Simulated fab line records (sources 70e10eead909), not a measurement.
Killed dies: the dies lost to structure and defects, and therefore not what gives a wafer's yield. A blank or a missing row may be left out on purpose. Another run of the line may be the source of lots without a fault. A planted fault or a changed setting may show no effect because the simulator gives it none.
Struck lot and sound lot, side by side	flow nandHarc	15 steps out of a route of 1159
Sound: these wafers, L830.1, L830.4, L830.6. Struck: wafer L841.3 (left out: L841.5, L841.6 of the same lot, which were not struck); the cause appears at the end.
Order at every step that has rows: each side's tool, ch and its chambers, its first start. Under that, the readings that differ: sound wafers	struck wafers	difference of the means	sigmas: that difference in standard deviations of wafers without a fault.
alike: words and numbers the same on both sides, and readings whose means are apart by under 2 such deviations; not compared: readings that were withheld, readings missing a value for some wafer, numbers with overlapping values and no deviation given by the record, and bounds like >300 which may hide the same value.
A row with sigmas, a row that says differs or no value, or rows on one side alone: a step with any of these is where the two part. Non-overlapping numbers with no deviation appear without sigmas and do not part them. Lack of a reading on every wafer of one side parts them only where that side has two or more wafers.

first, 8 steps without rows for these wafers: NHARC_A_BONDPAD_HMDS_02 (time 30 s); NHARC_A_BONDPAD_COAT_33 (time 65 s); NHARC_A_BONDPAD_COAT_03 (resist thk 600 nm); NHARC_A_BONDPAD_SOFTBAKE_04 (time 70 s); NHARC_A_BONDPAD_EBR_05; NHARC_A_BONDPAD_EXPOSE_06 (exposes mask A BPAD); NHARC_A_BONDPAD_PEB_07 (peb time 80 s); NHARC_A_BONDPAD_DEVELOP_08 (time 50 s).
NHARC_A_BONDPAD_CD_MEAS_09 targets a cd of 500 nm.
  sound on cdSem-03 ch 0, day 19 19:36; struck on cdSem-02 ch 0, day 22 19:22
  alike: cdNm
NHARC_A_BONDPAD_OVL_MEAS_35:
  sound: overlay-01 at day 19 19:41; struck: overlay-01 at day 22 19:28
  alike: overlayXNm, overlayYNm
then, 1 step without rows for these wafers: NHARC_A_BONDPAD_HARDBAKE_10 (time 65 s).
NHARC_A_BONDPAD_DESCUM_11: chemistry O2, time 3 s.
  sound on rieDiel-09 ch 0,2,3, day 19 19:49; struck on rieDiel-09 ch 2, day 22 19:35
  alike: chamberPressureMTorr, drypumpMotorCurrentA, o2FlowSccm, oesProductAu, rfVppV, showerheadPlenumPTorr, throttleValvePct
  not compared: rfHoursCounterH
NHARC_A_BONDPAD_ETCH_34: etches the open film in N2/H2, target depth 60 nm, overetch 18 nm, time 65.91 s.
  sound on rieDiel-09 ch 0,1,3, day 19 19:54; struck on rieDiel-09 ch 0, day 22 19:41
reading	sound	struck	difference	sigmas
runLengthS (s)	86.9 87.4 87.1	63.3	-23.8	-47
  alike: chamberPressureMTorr, drypumpMotorCurrentA, oesProductAu, rfVppV, showerheadPlenumPTorr, throttleValvePct
  not compared: rfHoursCounterH
NHARC_A_BONDPAD_ETCH_12: etches the open film in CHF3/O2, target depth 220 nm, time 110 s.
  sound on rieDiel-09 ch 2,3; struck on rieDiel-09 ch 2
  alike: chamberPressureMTorr, drypumpMotorCurrentA, o2FlowSccm, oesProductAu, rfVppV, runLengthS, showerheadPlenumPTorr, throttleValvePct
  not compared: rfHoursCounterH
NHARC_END_SORT_01:
  at this point the record logs the struck wafers (prober-01 ch 0, day 24 06:44) and has no rows for the sound ones

WHERE THEY PART
Earliest at NHARC_A_BONDPAD_ETCH_34; latest, in this record, at NHARC_END_SORT_01.

WHY: what had been put in by the simulator
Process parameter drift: rieDiel-09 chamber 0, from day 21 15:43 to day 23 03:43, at NHARC_A_BONDPAD_ETCH_34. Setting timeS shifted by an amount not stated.
